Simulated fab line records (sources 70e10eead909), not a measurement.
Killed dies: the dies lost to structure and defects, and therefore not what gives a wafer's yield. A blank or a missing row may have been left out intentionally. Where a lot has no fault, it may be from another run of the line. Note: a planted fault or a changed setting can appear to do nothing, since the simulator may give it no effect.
The tool behind it: which one? || flow nand-harc || 11 lots with 33 wafers sampled at 4 steps, on a route of 1302 steps

## WHAT THE GAUGES SHOWED, per wafer
NHARC_A_M0_CD_MEAS_16.
{"lot": "L484", "measured": "day 23 08:26", "on": "cd-sem-03", "cd-nm (nm)": "80.3 81.2 79.8"}
{"lot": "L483", "measured": "day 23 13:37", "on": "cd-sem-01", "cd-nm (nm)": "78.9 80.2 79.3"}
{"lot": "L485", "measured": "day 24 01:41", "on": "cd-sem-01", "cd-nm (nm)": "80.1 80.3 80.2"}
{"lot": "L492", "measured": "day 27 00:40", "on": "cd-sem-03", "cd-nm (nm)": "80.7 79.4 79.5"}
{"lot": "L489", "measured": "day 27 05:47", "on": "cd-sem-01", "cd-nm (nm)": "80.1 80.9 80.8"}
{"lot": "L496", "measured": "day 28 07:19", "on": "cd-sem-02", "cd-nm (nm)": "79.3 78.8 79.2"}
{"lot": "L494", "measured": "day 28 14:16", "on": "cd-sem-03", "cd-nm (nm)": "79.4 79.7 79.0"}
{"lot": "L497", "measured": "day 29 06:30", "on": "cd-sem-01", "cd-nm (nm)": "78.5 80.2 79.6"}
{"lot": "L499", "measured": "day 30 01:19", "on": "cd-sem-02", "cd-nm (nm)": "80.3 81.1 80.6"}
{"lot": "L501", "measured": "day 31 05:02", "on": "cd-sem-02", "cd-nm (nm)": "79.8 79.7 79.1"}
{"lot": "L504", "measured": "day 31 13:16", "on": "cd-sem-03", "cd-nm (nm)": "80.6 81.1 80.4"}

## WHICH TOOL RAN EACH LOT (tool, then ch and the chambers of the sampled wafers, then the start)
{"lot": "L484", "NHARC_A_M0_SOFTBAKE_04": "litho-track-04 ch 0, day 23 07:00", "NHARC_A_M0_ETCH_34": "rie-diel-02 ch 2,3, day 23 08:13", "NHARC_A_M0_ETCH_15": "rie-diel-02 ch 0,2,3, day 23 08:26 or earlier"}
{"lot": "L483", "NHARC_A_M0_SOFTBAKE_04": "litho-track-01 ch 0, day 23 12:00", "NHARC_A_M0_ETCH_34": "rie-diel-02 ch 0,2,3, day 23 13:24", "NHARC_A_M0_ETCH_15": "rie-diel-02 ch 1,3, day 23 13:37 or earlier"}
{"lot": "L485", "NHARC_A_M0_SOFTBAKE_04": "litho-track-06 ch 0, day 24 00:00", "NHARC_A_M0_ETCH_34": "rie-diel-09 ch 0,2,3, day 24 01:29", "NHARC_A_M0_ETCH_15": "rie-diel-09 ch 0,2, day 24 01:41 or earlier"}
{"lot": "L492", "NHARC_A_M0_SOFTBAKE_04": "litho-track-01 ch 0, day 26 23:00", "NHARC_A_M0_ETCH_34": "rie-diel-02 ch 1,2, day 27 00:27", "NHARC_A_M0_ETCH_15": "rie-diel-02 ch 1,2,3, day 27 00:40 or earlier"}
{"lot": "L489", "NHARC_A_M0_SOFTBAKE_04": "litho-track-06 ch 0, day 27 04:00", "NHARC_A_M0_ETCH_34": "rie-diel-09 ch 1,2,3, day 27 05:34", "NHARC_A_M0_ETCH_15": "rie-diel-09 ch 1,2,3, day 27 05:47 or earlier"}
{"lot": "L496", "NHARC_A_M0_SOFTBAKE_04": "litho-track-06 ch 0, day 28 06:00", "NHARC_A_M0_ETCH_34": "rie-diel-02 ch 0,1,3, day 28 07:06", "NHARC_A_M0_ETCH_15": "rie-diel-02 ch 0,3, day 28 07:19 or earlier"}
{"lot": "L494", "NHARC_A_M0_SOFTBAKE_04": "litho-track-06 ch 0, day 28 13:00", "NHARC_A_M0_ETCH_34": "rie-diel-02 ch 0,2, day 28 14:03", "NHARC_A_M0_ETCH_15": "rie-diel-02 ch 0,3, day 28 14:16 or earlier"}
{"lot": "L497", "NHARC_A_M0_SOFTBAKE_04": "litho-track-06 ch 0, day 29 05:00", "NHARC_A_M0_ETCH_34": "rie-diel-02 ch 0,3, day 29 06:17", "NHARC_A_M0_ETCH_15": "rie-diel-02 ch 0,2,3, day 29 06:30 or earlier"}
{"lot": "L499", "NHARC_A_M0_SOFTBAKE_04": "litho-track-01 ch 0, day 30 00:00", "NHARC_A_M0_ETCH_34": "rie-diel-09 ch 1,2,3, day 30 01:07", "NHARC_A_M0_ETCH_15": "rie-diel-09 ch 0,1, day 30 01:19 or earlier"}
{"lot": "L501", "NHARC_A_M0_SOFTBAKE_04": "litho-track-04 ch 0, day 31 04:00", "NHARC_A_M0_ETCH_34": "rie-diel-09 ch 1,2, day 31 04:48", "NHARC_A_M0_ETCH_15": "rie-diel-09 ch 0,1, day 31 05:02 or earlier"}
{"lot": "L504", "NHARC_A_M0_SOFTBAKE_04": "litho-track-01 ch 0, day 31 12:00", "NHARC_A_M0_ETCH_34": "rie-diel-09 ch 0,1, day 31 13:03", "NHARC_A_M0_ETCH_15": "rie-diel-09 ch 0,1, day 31 13:16 or earlier"}
- NHARC_A_M0_SOFTBAKE_04: time 55 s.
- NHARC_A_M0_ETCH_34: etches the open film in N2/H2, target depth 40 nm, overetch 12 nm, time 43.94 s.
- NHARC_A_M0_ETCH_15: etches the open film in C4F8/Ar, target depth 150 nm, overetch 15 nm, time 82.5 s.

## THE ANSWER, worked out from the rows above alone
Rule: the usual values come from the lots themselves. The widest of any qualifying gaps counts: lots, ordered by their means at a reading, are off when they make up no more than a third of the lots, leave a main group of 4 or more, and stand apart from it by 3 or more times the standard deviation of that group's means. If all means in a main group match to the digits the tables above print for the reading, that group is not used. Also off: a lot with no number at a reading for which 4 or more lots have one. Any other lot the step has rows for is counted as sound.
Nothing can be told from this: no lot is off at any reading shown.

## WHAT HAD BEEN PUT IN BY THE SIMULATOR
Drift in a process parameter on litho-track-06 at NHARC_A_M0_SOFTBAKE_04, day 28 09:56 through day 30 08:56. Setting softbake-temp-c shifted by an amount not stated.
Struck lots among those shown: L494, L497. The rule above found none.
